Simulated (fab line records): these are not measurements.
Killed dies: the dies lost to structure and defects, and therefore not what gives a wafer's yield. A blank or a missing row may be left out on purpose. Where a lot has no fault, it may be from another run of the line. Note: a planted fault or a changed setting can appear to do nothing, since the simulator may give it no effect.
A struck lot beside a sound one :: flow n5_finfet :: 38 steps out of a route of 1938
Sound: wafers L943.2, L943.3, L943.4. Struck: wafers L937.1, L937.3, L937.4. The cause comes at the end.
Order at every step that has rows: each side's tool, ch and its chambers, its first start. Under that, the readings that differ: sound wafers :: struck wafers :: difference of the means :: sigmas: that difference in standard deviations of wafers without a fault.
alike: a reading whose means differ by less than 2 such deviations, as well as words and numbers matching on both sides. not compared: withheld readings; readings where some wafer has no value; bounds like >300 that might hide an equal value; numbers whose values overlap and for which the record gives no deviation.
The two part at a step that has a row with sigmas, a row that says differs or no value, or rows on one side only. Numbers that don't overlap but have no deviation are shown without sigmas and don't part them. A reading missing from all wafers of one side parts the sides only when that side holds two or more wafers.

first, 9 steps without rows for these wafers: N5_BEOL_M1_ANNEAL_95 (time 240 s); N5_BEOL_M1_SPUTTER_96 (material Cu, target thk 4.5 nm, time 8.29 s); N5_BEOL_M1_ECD_50 (material Cu, target thk 300 nm); N5_BEOL_M1_ANNEAL_51 (time 90 s); N5_BEOL_M1_CMP_52 (polishes, stops on SiOC, t overpolish 6.8 s, target thk 40 nm); N5_BEOL_M1_PRE_CLEAN_60 (time 15 s); N5_BEOL_M1_CO_CAP_55 (material Co, precursor CCTBA/H2, target thk 2 nm, time 102.1 s); N5_BEOL_M1_PRE_CLEAN_56 (time 15 s); N5_BEOL_M1_DEP_57 (deposits SiCN from 3MS/NH3, target thk 8 nm, time 14 s).
N5_BEOL_M2_ILD_DEP_00: deposits SiOC from DEMS/O2, target thk 79 nm, time 15.3 s.
  sound on pecvd-04 ch 1,2, day 12 15:58; struck on pecvd-02 ch 0,1, day 11 07:13
  alike: heater_power_w, showerhead_plenum_p_Torr, throttle_valve_pct
  not compared: since_wet_clean_h
N5_BEOL_M2_THK_MEAS_01:
  sound: film_metro-01 at day 12 16:02; struck: film_metro-02 at day 11 07:17
reading: M2_ILD_THK (nm)
sound: 78.2 77.8 79.5
struck: 158.7 158.8 160.6
difference: +80.9
sigmas: +82
then, 24 steps without rows for these wafers: N5_BEOL_M2_PECVD_72 (deposits SiO2 from TEOS/O2, target thk 16 nm, time 18 s); N5_BEOL_M2_HM_DEP_02 (deposits TiN, target thk 20 nm); N5_BEOL_M2_COAT_61 (time 60 s, resist thk 60 nm); N5_BEOL_M2_COAT_62 (time 60 s, resist thk 12 nm); N5_BEOL_M2_COAT_73 (time 60 s, resist thk 5 nm); N5_BEOL_M2_COAT_05 (resist thk 30 nm); N5_BEOL_M2_EBR_07; N5_BEOL_M2_SOFTBAKE_06 (time 60 s); N5_BEOL_M2_EXPOSE_08 (exposes mask M2); N5_BEOL_M2_PEB_09 (peb time 60 s); N5_BEOL_M2_DEVELOP_10 (develop time 30 s); N5_BEOL_M2_DESCUM_16 (chemistry O2, time 7 s); N5_BEOL_M2_ETCH_74 (etches underlayer in N2/H2, target depth 6.5 nm, time 5.2 s); N5_BEOL_M2_ETCH_63 (etches SiARC in CF4, target depth 15.6 nm, time 26 s); N5_BEOL_M2_ETCH_64 (etches SOC in N2/H2, target depth 75 nm, overetch 22.5 nm, time 121.9 s); N5_BEOL_M2_STRIP_65 (strips in N2/H2); N5_BEOL_M2_STRIP_75 (strips in N2/H2); N5_BEOL_M2_STRIP_66 (strips in CF4); N5_BEOL_M2_HM_OPEN_17 (chemistry Cl2/BCl3, target TiN, target depth 20 nm, overetch 6 nm); N5_BEOL_M2_STRIP_19 (strips in O2); N5_BEOL_M2_COAT_67 (time 60 s, resist thk 60 nm); N5_BEOL_M2_COAT_68 (time 60 s, resist thk 12 nm); N5_BEOL_M2_COAT_76 (time 60 s, resist thk 5 nm); N5_BEOL_M2_COAT_22 (resist thk 30 nm).
N5_BEOL_M2_CMP_52: polishes, stops on SiOC, t overpolish 6.8 s, target thk 40 nm.
  sound on cmp-04 ch 1,2,3, day 13 08:53; struck on cmp-04 ch 0,1,3, day 12 15:14
reading: model.SiOC_of_BEOL_M2_ILD_DEP_00.thk_nm (nm)
sound: 75.2 74.8 76.6
struck: 155.8 155.8 157.6
difference: +80.9
sigmas: 
  alike: barrier_field_endpoint_s, clearing_platen_rpm, motor_current_A, overpolish_run_s, slurry_filter_dp_kPa, time_to_endpoint_s
N5_BEOL_M4_RC_MEAS_101:
  the record has rows for the sound wafers here (prober-02 ch 0, day 15 11:11) and none for the struck ones
-- record jumps: 7 days separate the struck wafers' starts on either side; left off in module BEOL_M4, taken up again in module PASSIVATION, whose first shown step is the route's number 1936 --
N5_PASSIVATION_PROBE_49:
  record: rows for the struck wafers here (prober-01, day 19 11:41), none for the sound ones

## WHERE THEY PART
Last at N5_PASSIVATION_PROBE_49 as far as this record goes, first at N5_BEOL_M2_THK_MEAS_01.

WHY: whatever the simulator had introduced
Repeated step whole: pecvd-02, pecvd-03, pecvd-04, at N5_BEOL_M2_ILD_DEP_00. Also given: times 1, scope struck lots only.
